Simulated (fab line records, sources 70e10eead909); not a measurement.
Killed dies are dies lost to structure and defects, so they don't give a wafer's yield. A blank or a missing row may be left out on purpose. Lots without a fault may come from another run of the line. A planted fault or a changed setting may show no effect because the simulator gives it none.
Which tool did it? | flow nand_harc | 23 lots, 69 wafers sampled, at 6 steps of a route of 1302

WHAT THE GAUGES READ, wafer by wafer
The record holds no reading of a measuring or inspecting step that can be judged against a usual standard deviation.

WHICH TOOL RAN EACH LOT (tool, then ch and the chambers of the sampled wafers, then the start)
lot  | NHARC_A_STAIRCASE_TRIM_220         | NHARC_A_STAIRCASE_TRIM_235                    | NHARC_A_STAIRCASE_STRIP_238          | NHARC_A_STAIRCASE_STRIP_316                   | NHARC_A_STAIRCASE_ALD_415        | NHARC_A_STAIRCASE_ETCHBACK_416
L074 | rie_diel-12 ch 0,3, day 15 17:13   | rie_diel-13 ch 0,1,2, day 15 20:47 or earlier | plasma_asher-01 ch 0,1, day 15 20:47 | rie_diel-13 ch 0,1,3, day 16 21:59 or earlier | ald_hk-02 ch 0,1,3, day 16 21:59 | rie_diel-09 ch 0,3, no start
L075 | rie_diel-09 ch 0,1,2, day 16 03:58 | rie_diel-13 ch 1,3, day 16 06:52 or earlier   | plasma_asher-01 ch 0,1, day 16 06:52 | rie_diel-13 ch 0,1,3, day 17 09:00 or earlier | ald_hk-04 ch 0,1,2, day 17 09:00 | rie_diel-12 ch 1,2,3, no start
L077 | rie_diel-09 ch 0,2,3, day 16 23:41 | rie_diel-09 ch 0,1,2, day 17 01:45 or earlier | plasma_asher-02 ch 0,1, day 17 01:45 | rie_diel-12 ch 0,2, day 18 01:36 or earlier   | ald_hk-04 ch 2,3, day 18 01:36   | rie_diel-09 ch 1,2, no start
L078 | rie_diel-13 ch 0,1,3, day 17 00:23 | rie_diel-13 ch 0,1,2, day 17 02:40 or earlier | plasma_asher-02 ch 0,1, day 17 02:40 | rie_diel-09 ch 2,3, day 17 21:57 or earlier   | ald_hk-03 ch 1,2,3, day 17 21:57 | rie_diel-12 ch 1,2,3, no start
L076 | rie_diel-09 ch 0,1,3, day 17 22:40 | rie_diel-09 ch 0,1,3, day 18 00:48 or earlier | plasma_asher-01 ch 0,1, day 18 00:48 | rie_diel-09 ch 0,1,2, day 19 01:20 or earlier | ald_hk-03 ch 0,1,3, day 19 01:20 | rie_diel-13 ch 1,2,3, no start
L079 | rie_diel-13 ch 1,2, day 18 05:00   | rie_diel-09 ch 0,2, day 18 07:05 or earlier   | plasma_asher-02 ch 0,1, day 18 07:05 | rie_diel-13 ch 2,3, day 19 04:38 or earlier   | ald_hk-03 ch 2,3, day 19 04:38   | rie_diel-13 ch 1,2,3, no start
L080 | rie_diel-13 ch 0,2,3, day 18 06:27 | rie_diel-09 ch 1,3, day 18 09:37 or earlier   | plasma_asher-02 ch 0,1, day 18 09:37 | rie_diel-09 ch 1,2, day 19 10:07 or earlier   | ald_hk-04 ch 1,2, day 19 10:07   | rie_diel-09 ch 0,1,3, day 19 13:37
L081 | rie_diel-13 ch 2,3, day 19 05:18   | rie_diel-13 ch 1,3, day 19 07:24 or earlier   | plasma_asher-02 ch 0,1, day 19 07:24 | rie_diel-12 ch 0,1,3, day 20 03:00 or earlier | ald_hk-04 ch 0,2,3, day 20 03:00 | rie_diel-09 ch 0,1, day 20 05:33
L082 | rie_diel-09 ch 0,3, day 19 05:53   | rie_diel-09 ch 0,2, day 19 08:01 or earlier   | plasma_asher-02 ch 0,1, day 19 08:01 | rie_diel-12 ch 0,1,3, day 20 06:15 or earlier | ald_hk-04 ch 0,1,3, day 20 06:15 | rie_diel-13 ch 1,2, day 20 08:47
L083 | rie_diel-13 ch 1,2, day 19 17:34   | rie_diel-13 ch 0,2,3, day 19 20:29 or earlier | plasma_asher-01 ch 0,1, day 19 20:29 | rie_diel-12 ch 0,1,3, day 20 23:57 or earlier | ald_hk-03 ch 0,1,3, day 20 23:57 | rie_diel-12 ch 0,2, no start
L085 | rie_diel-13 ch 0,3, day 20 09:39   | rie_diel-09 ch 0,1,2, day 20 11:46 or earlier | plasma_asher-02 ch 0,1, day 20 11:46 | rie_diel-13 ch 0,1, day 21 17:05 or earlier   | ald_hk-02 ch 1,2, day 21 17:05   | rie_diel-12 ch 0,1,3, no start
L084 | rie_diel-12 ch 2,3, day 20 09:53   | rie_diel-13 ch 0,1,2, day 20 12:05 or earlier | plasma_asher-01 ch 0,1, day 20 12:05 | rie_diel-13 ch 0,1,3, day 21 20:01 or earlier | ald_hk-02 ch 0,1, day 21 20:01   | rie_diel-12 ch 0,1,3, no start
L086 | rie_diel-09 ch 0,1,3, day 21 03:21 | rie_diel-09 ch 1,2,3, day 21 05:26 or earlier | plasma_asher-02 ch 0, day 21 05:26   | rie_diel-09 ch 1,2,3, day 22 08:08 or earlier | ald_hk-02 ch 0,1, day 22 08:08   | rie_diel-09 ch 0,1,3, no start
L087 | rie_diel-13 ch 0,2,3, day 21 16:41 | rie_diel-12 ch 1,2,3, day 21 18:52 or earlier | plasma_asher-01 ch 0,1, day 21 18:52 | rie_diel-13 ch 1,2,3, day 22 15:28 or earlier | ald_hk-02 ch 0,1,3, day 22 15:28 | rie_diel-09 ch 0,1,3, no start
L089 | rie_diel-09 ch 0,2,3, day 22 11:11 | rie_diel-12 ch 0,1,2, day 22 13:19 or earlier | plasma_asher-01 ch 0,1, day 22 13:19 | rie_diel-09 ch 0,1,3, day 23 09:45 or earlier | ald_hk-03 ch 0,1,2, day 23 09:45 | rie_diel-12 ch 0,1,2, no start
L088 | rie_diel-13 ch 0,1,2, day 22 12:32 | rie_diel-09 ch 1,2, day 22 14:43 or earlier   | plasma_asher-01 ch 0,1, day 22 14:43 | rie_diel-13 ch 0,1,2, day 23 14:07 or earlier | ald_hk-04 ch 0,1,2, day 23 14:07 | rie_diel-09 ch 0,1,2, no start
L090 | rie_diel-13 ch 0,1,2, day 23 07:32 | rie_diel-13 ch 0,1,2, day 23 12:59 or earlier | plasma_asher-01 ch 0,1, day 23 12:59 | rie_diel-09 ch 0,1,2, day 24 12:20 or earlier | ald_hk-04 ch 0,2,3, day 24 12:20 | rie_diel-09 ch 0,1,2, no start
L091 | rie_diel-12 ch 0,1,2, day 23 08:46 | rie_diel-12 ch 0,2,3, day 23 11:33 or earlier | plasma_asher-02 ch 0,1, day 23 11:33 | rie_diel-13 ch 0,2,3, day 24 13:10 or earlier | ald_hk-03 ch 1,2,3, day 24 13:10 | rie_diel-12 ch 1,2,3, no start
L095 | rie_diel-12 ch 0,2, day 24 12:35   | rie_diel-12 ch 1,2,3, day 24 14:40 or earlier | plasma_asher-01 ch 0, day 24 14:40   | rie_diel-09 ch 1,2,3, day 25 13:11 or earlier | ald_hk-04 ch 2,3, day 25 13:11   | rie_diel-13 ch 1,2,3, no start
L094 | rie_diel-12 ch 0,1,2, day 24 18:38 | rie_diel-12 ch 0,1,2, day 24 20:45 or earlier | plasma_asher-02 ch 0,1, day 24 20:45 | rie_diel-13 ch 0,2,3, day 25 15:16 or earlier | ald_hk-03 ch 0,3, day 25 15:16   | rie_diel-09 ch 0,2,3, no start
L093 | rie_diel-12 ch 0,1,3, day 25 00:02 | rie_diel-13 ch 0,1,3, day 25 02:16 or earlier | plasma_asher-02 ch 0,1, day 25 02:16 | rie_diel-09 ch 1,2,3, day 26 02:47 or earlier | ald_hk-03 ch 0,2,3, day 26 02:47 | rie_diel-09 ch 0,3, no start
L096 | rie_diel-09 ch 1,2, day 25 04:16   | rie_diel-12 ch 0,2, day 25 06:58 or earlier   | plasma_asher-01 ch 0,1, day 25 06:58 | rie_diel-12 ch 0,2, day 26 05:41 or earlier   | ald_hk-03 ch 2,3, day 26 05:41   | rie_diel-12 ch 0,3, no start
L097 | rie_diel-12 ch 1,2, day 25 11:55   | rie_diel-09 ch 0,1,2, day 25 14:15 or earlier | plasma_asher-02 ch 0,1, day 25 14:15 | rie_diel-12 ch 0,2,3, day 26 12:14 or earlier | ald_hk-03 ch 0,3, day 26 12:14   | rie_diel-09 ch 0,1, no start
- NHARC_A_STAIRCASE_TRIM_220: chemistry O2, time 211.2 s.
- NHARC_A_STAIRCASE_TRIM_235: chemistry O2, time 211.2 s.
- NHARC_A_STAIRCASE_STRIP_238: strips in O2.
- NHARC_A_STAIRCASE_STRIP_316: strips in O2.
- NHARC_A_STAIRCASE_ALD_415: deposits SiO2, target thk 30 nm, pulse time 6 s, ald cycles 300.
- NHARC_A_STAIRCASE_ETCHBACK_416: etches the open film in C4F8/O2/Ar, target depth 36 nm, time 7.2 s.

WHAT THE TOOLS THEMSELVES READ (means of the sampled wafers that have a number; where no wafer has one, the mark that the record gives instead)
NHARC_A_STAIRCASE_TRIM_220. Usual: drypump_motor_current_A 5.6 A, standard deviation 0.61; oes_product_au 1.003 a.u., standard deviation 0.0074; rf_vpp_V 57.8 V, standard deviation 0.93; showerhead_plenum_p_Torr 3.51 Torr, standard deviation 0.15; throttle_valve_pct 17.037 %, standard deviation 0.0088.
lot  | tool        | drypump_motor_current_A (A) | oes_product_au (a.u.) | rf_vpp_V (V) | showerhead_plenum_p_Torr (Torr) | throttle_valve_pct (%) | flag
L074 | rie_diel-12 | 5.4                         | 1.005                 | 57.7         | 3.43                            | 17.036                 |
L075 | rie_diel-09 | 5.5                         | 1.001                 | 57.8         | 3.46                            | 17.034                 |
L077 | rie_diel-09 | 5.8                         | 1.003                 | 58.8         | 3.59                            | 17.036                 |
L078 | rie_diel-13 | 5.6                         | 1.003                 | 58.0         | 3.51                            | 17.027                 |
L076 | rie_diel-09 | 5.7                         | 1.003                 | 57.3         | 3.48                            | 17.047                 |
L079 | rie_diel-13 | 5.4                         | 1.009                 | 58.0         | 3.45                            | 17.034                 |
L080 | rie_diel-13 | 5.7                         | 1.004                 | 57.8         | 3.46                            | 17.042                 |
L081 | rie_diel-13 | 5.5                         | 1.013                 | 57.7         | 3.46                            | 17.041                 |
L082 | rie_diel-09 | 5.6                         | 1.001                 | 58.1         | 3.55                            | 17.032                 |
L083 | rie_diel-13 | 5.4                         | 1.009                 | 57.5         | 3.44                            | 17.037                 |
L085 | rie_diel-13 | 5.9                         | 1.007                 | 58.0         | 3.45                            | 17.037                 |
L084 | rie_diel-12 | 6.3                         | 1.008                 | 58.3         | 3.60                            | 17.034                 |
L086 | rie_diel-09 | 5.7                         | 1.005                 | 58.6         | 3.46                            | 17.043                 |
L087 | rie_diel-13 | 5.7                         | 0.999                 | 56.8         | 3.45                            | 17.041                 |
L089 | rie_diel-09 | 5.8                         | 0.998                 | 57.4         | 3.56                            | 17.033                 |
L088 | rie_diel-13 | 5.8                         | 1.004                 | 57.9         | 3.39                            | 17.041                 |
L090 | rie_diel-13 | 5.8                         | 0.998                 | 57.9         | 3.39                            | 17.044                 |
L091 | rie_diel-12 | 5.4                         | 1.006                 | 58.0         | 3.54                            | 17.040                 |
L095 | rie_diel-12 | 5.5                         | 1.005                 | 57.8         | 3.64                            | 17.031                 |
L094 | rie_diel-12 | 5.4                         | 1.000                 | 57.7         | 3.53                            | 17.032                 |
L093 | rie_diel-12 | 5.4                         | 1.008                 | 58.0         | 3.64                            | 17.039                 |
L096 | rie_diel-09 | 5.7                         | 0.999                 | 57.7         | 3.63                            | 17.020                 |
L097 | rie_diel-12 | 5.9                         | 1.008                 | 56.8         | 3.38                            | 17.046                 |

NHARC_A_STAIRCASE_TRIM_235. Usual: drypump_motor_current_A 5.6 A, standard deviation 0.59; oes_product_au 1.002 a.u., standard deviation 0.0068; rf_vpp_V 57.7 V, standard deviation 0.99; showerhead_plenum_p_Torr 3.51 Torr, standard deviation 0.15; throttle_valve_pct 17.035 %, standard deviation 0.0087.
lot  | tool        | drypump_motor_current_A (A) | oes_product_au (a.u.) | rf_vpp_V (V) | showerhead_plenum_p_Torr (Torr) | throttle_valve_pct (%) | flag
L074 | rie_diel-13 | 5.8                         | 0.998                 | 57.3         | 3.42                            | 17.036                 |
L075 | rie_diel-13 | 5.1                         | 1.003                 | 57.6         | 3.61                            | 17.035                 |
L077 | rie_diel-09 | 5.5                         | 1.007                 | 56.8         | 3.46                            | 17.028                 |
L078 | rie_diel-13 | 5.8                         | 1.010                 | 56.9         | 3.42                            | 17.047                 |
L076 | rie_diel-09 | 5.7                         | 1.006                 | 57.7         | 3.48                            | 17.027                 |
L079 | rie_diel-09 | 5.4                         | 0.997                 | 58.6         | 3.53                            | 17.044                 |
L080 | rie_diel-09 | 5.8                         | 1.004                 | 57.8         | 3.40                            | 17.029                 |
L081 | rie_diel-13 | 5.1                         | 0.995                 | 57.6         | 3.54                            | 17.038                 |
L082 | rie_diel-09 | 5.4                         | 0.998                 | 57.5         | 3.52                            | 17.040                 |
L083 | rie_diel-13 | 5.8                         | 1.004                 | 57.7         | 3.46                            | 17.035                 |
L085 | rie_diel-09 | 5.5                         | 1.001                 | 57.0         | 3.44                            | 17.034                 |
L084 | rie_diel-13 | 5.8                         | 1.003                 | 56.6         | 3.40                            | 17.036                 |
L086 | rie_diel-09 | 5.9                         | 1.008                 | 57.9         | 3.49                            | 17.035                 |
L087 | rie_diel-12 | 5.8                         | 1.002                 | 57.6         | 3.51                            | 17.028                 |
L089 | rie_diel-12 | 5.4                         | 0.996                 | 58.1         | 3.54                            | 17.036                 |
L088 | rie_diel-09 | 5.6                         | 1.000                 | 58.4         | 3.73                            | 17.036                 |
L090 | rie_diel-13 | 5.8                         | 1.004                 | 57.7         | 3.39                            | 17.046                 |
L091 | rie_diel-12 | 5.9                         | 1.005                 | 57.6         | 3.61                            | 17.023                 |
L095 | rie_diel-12 | 5.9                         | 0.997                 | 58.6         | 3.50                            | 17.030                 |
L094 | rie_diel-12 | 5.4                         | 1.003                 | 57.3         | 3.53                            | 17.034                 |
L093 | rie_diel-13 | 5.6                         | 1.004                 | 57.8         | 3.47                            | 17.038                 |
L096 | rie_diel-12 | 6.0                         | 1.005                 | 57.8         | 3.49                            | 17.030                 |
L097 | rie_diel-09 | 5.5                         | 1.008                 | 58.0         | 3.60                            | 17.041                 |

NHARC_A_STAIRCASE_STRIP_238. Usual: drypump_motor_current_A 5.5 A, standard deviation 0.6; heater_power_w 337 W, standard deviation 15.
lot  | tool            | drypump_motor_current_A (A) | heater_power_w (W) | flag
L074 | plasma_asher-01 | 5.4                         | 336                |
L075 | plasma_asher-01 | 6.0                         | 333                |
L077 | plasma_asher-02 | 5.4                         | 346                |
L078 | plasma_asher-02 | 5.4                         | 342                |
L076 | plasma_asher-01 | 6.0                         | 327                |
L079 | plasma_asher-02 | 5.3                         | 329                |
L080 | plasma_asher-02 | 5.3                         | 334                |
L081 | plasma_asher-02 | 5.4                         | 351                |
L082 | plasma_asher-02 | 5.3                         | 340                |
L083 | plasma_asher-01 | 5.4                         | 336                |
L085 | plasma_asher-02 | 5.3                         | 337                |
L084 | plasma_asher-01 | 6.0                         | 331                |
L086 | plasma_asher-02 | 5.5                         | 359                |
L087 | plasma_asher-01 | 5.4                         | 332                |
L089 | plasma_asher-01 | 5.5                         | 338                |
L088 | plasma_asher-01 | 6.0                         | 329                |
L090 | plasma_asher-01 | 5.4                         | 332                |
L091 | plasma_asher-02 | 5.3                         | 338                |
L095 | plasma_asher-01 | 4.9                         | 349                |
L094 | plasma_asher-02 | 5.3                         | 344                |
L093 | plasma_asher-02 | 5.3                         | 345                |
L096 | plasma_asher-01 | 5.4                         | 336                |
L097 | plasma_asher-02 | 5.3                         | 337                |

NHARC_A_STAIRCASE_STRIP_316. Usual: drypump_motor_current_A 5.7 A, standard deviation 0.58; oes_product_au 1.002 a.u., standard deviation 0.0074; rf_vpp_V 57.8 V, standard deviation 0.9; showerhead_plenum_p_Torr 3.53 Torr, standard deviation 0.16; throttle_valve_pct 17.036 %, standard deviation 0.0092.
lot  | tool        | drypump_motor_current_A (A) | oes_product_au (a.u.) | rf_vpp_V (V) | showerhead_plenum_p_Torr (Torr) | throttle_valve_pct (%) | flag
L074 | rie_diel-13 | 5.5                         | 1.005                 | 57.9         | 3.51                            | 17.035                 |
L075 | rie_diel-13 | 5.6                         | 1.014                 | 58.1         | 3.50                            | 17.046                 |
L077 | rie_diel-12 | 5.9                         | 1.006                 | 57.4         | 3.34                            | 17.037                 |
L078 | rie_diel-09 | 6.3                         | 1.000                 | 58.6         | 3.63                            | 17.038                 |
L076 | rie_diel-09 | 5.5                         | 0.997                 | 58.1         | 3.45                            | 17.037                 |
L079 | rie_diel-13 | 5.2                         | 1.000                 | 57.3         | 3.56                            | 17.037                 |
L080 | rie_diel-09 | 5.6                         | 1.001                 | 57.8         | 3.37                            | 17.037                 |
L081 | rie_diel-12 | 5.4                         | 0.998                 | 58.6         | 3.67                            | 17.041                 |
L082 | rie_diel-12 | 5.4                         | 1.002                 | 57.5         | 3.67                            | 17.025                 |
L083 | rie_diel-12 | 5.4                         | 1.007                 | 58.6         | 3.66                            | 17.039                 |
L085 | rie_diel-13 | 6.0                         | 0.996                 | 57.1         | 3.39                            | 17.035                 |
L084 | rie_diel-13 | 5.6                         | 1.004                 | 57.2         | 3.48                            | 17.042                 |
L086 | rie_diel-09 | 5.9                         | 0.998                 | 58.9         | 3.67                            | 17.037                 |
L087 | rie_diel-13 | 5.3                         | 1.001                 | 58.3         | 3.48                            | 17.043                 |
L089 | rie_diel-09 | 5.7                         | 1.003                 | 58.2         | 3.64                            | 17.042                 |
L088 | rie_diel-13 | 5.8                         | 1.000                 | 58.2         | 3.39                            | 17.032                 |
L090 | rie_diel-09 | 5.5                         | 1.003                 | 57.5         | 3.61                            | 17.042                 |
L091 | rie_diel-13 | 5.7                         | 0.992                 | 57.7         | 3.43                            | 17.036                 |
L095 | rie_diel-09 | 5.9                         | 1.005                 | 57.3         | 3.65                            | 17.042                 |
L094 | rie_diel-13 | 5.8                         | 1.004                 | 57.6         | 3.43                            | 17.029                 |
L093 | rie_diel-09 | 5.9                         | 1.006                 | 58.3         | 3.65                            | 17.036                 |
L096 | rie_diel-12 | 5.5                         | 0.998                 | 57.3         | 3.63                            | 17.042                 |
L097 | rie_diel-12 | 5.9                         | 1.007                 | 57.7         | 3.60                            | 17.032                 |

NHARC_A_STAIRCASE_ALD_415. Usual: heater_power_w 467 W, standard deviation 50; precursor_pulse_height_rel 1.000, standard deviation 0.021.
lot  | tool      | heater_power_w (W) | precursor_pulse_height_rel | flag
L074 | ald_hk-02 | 464                | 1.008                      |
L075 | ald_hk-04 | 483                | 1.022                      |
L077 | ald_hk-04 | 478                | 1.000                      |
L078 | ald_hk-03 | 463                | 1.018                      |
L076 | ald_hk-03 | 465                | 0.998                      |
L079 | ald_hk-03 | 462                | 0.985                      |
L080 | ald_hk-04 | 497                | 0.982                      |
L081 | ald_hk-04 | 443                | 1.006                      |
L082 | ald_hk-04 | 470                | 1.005                      |
L083 | ald_hk-03 | 460                | 1.007                      |
L085 | ald_hk-02 | 432                | 0.996                      |
L084 | ald_hk-02 | 460                | 0.999                      |
L086 | ald_hk-02 | 487                | 1.005                      |
L087 | ald_hk-02 | 476                | 1.013                      |
L089 | ald_hk-03 | 422                | 0.993                      |
L088 | ald_hk-04 | 476                | 0.999                      |
L090 | ald_hk-04 | 434                | 1.003                      |
L091 | ald_hk-03 | 462                | 1.006                      |
L095 | ald_hk-04 | 465                | 0.989                      |
L094 | ald_hk-03 | 482                | 0.990                      |
L093 | ald_hk-03 | 482                | 1.009                      |
L096 | ald_hk-03 | 483                | 0.995                      |
L097 | ald_hk-03 | 480                | 0.983                      |

NHARC_A_STAIRCASE_ETCHBACK_416. Usual: bias_w 800.1 W, standard deviation 2.4; oes_product_au 0.934 a.u., standard deviation 0.025; rf_fwd_power_W 585.8 W, standard deviation 2.3; rf_vpp_V 724 V, standard deviation 4.6.
lot  | tool        | bias_w (W) | oes_product_au (a.u.) | rf_fwd_power_W (W) | rf_vpp_V (V) | flag
L074 | rie_diel-09 | 800.2      | 0.924                 | 584.9              | 726          |
L075 | rie_diel-12 | 799.4      | 0.924                 | 584.7              | 723          |
L077 | rie_diel-09 | 801.5      | 0.921                 | 588.3              | 722          |
L078 | rie_diel-12 | 802.4      | 1.001                 | 586.3              | 723          |
L076 | rie_diel-13 | 799.9      | 0.929                 | 584.1              | 722          |
L079 | rie_diel-13 | 799.8      | 0.921                 | 585.0              | 722          |
L080 | rie_diel-09 | 799.3      | 0.924                 | 587.3              | 721          |
L081 | rie_diel-09 | 800.2      | 0.934                 | 584.1              | 716          |
L082 | rie_diel-13 | 803.4      | 1.003                 | 584.7              | 720          |
L083 | rie_diel-12 | 799.4      | 0.926                 | 583.3              | 727          |
L085 | rie_diel-12 | 797.6      | 0.926                 | 583.9              | 726          |
L084 | rie_diel-12 | 799.4      | 0.922                 | 584.1              | 728          |
L086 | rie_diel-09 | 799.0      | 0.918                 | 583.1              | 726          |
L087 | rie_diel-09 | 801.7      | 0.994                 | 584.9              | 727          |
L089 | rie_diel-12 | 800.4      | 0.933                 | 583.9              | 724          |
L088 | rie_diel-09 | 801.0      | 0.917                 | 587.2              | 726          |
L090 | rie_diel-09 | 797.9      | 0.925                 | 586.7              | 726          |
L091 | rie_diel-12 | 800.3      | 0.916                 | 587.0              | 722          |
L095 | rie_diel-13 | 801.8      | 0.930                 | 584.8              | 721          |
L094 | rie_diel-09 | 800.1      | 0.927                 | 588.8              | 724          |
L093 | rie_diel-09 | 801.3      | 0.925                 | 586.1              | 724          |
L096 | rie_diel-12 | 798.6      | 0.924                 | 585.7              | 729          |
L097 | rie_diel-09 | 797.2      | 0.922                 | 585.6              | 724          |

THE ANSWER, worked out from the rows above alone
Rule: a lot is off if the mean of its wafers that have a number lies more than 3 standard deviations from the usual mean. A lot without any number at a reading at which 4 lots or more have one is off too. The other lots that the step has rows for count as sound. The gauges are gone through in route order, then the tools' own readings, and for those a lot's mean is taken as printed above. The first step at which some lot is off is used, and at that step the reading that is off furthest; a lot without a number counts as furthest.
No lot is off at any reading shown: from this, nothing can be told.

WHAT THE SIMULATOR HAD PUT IN
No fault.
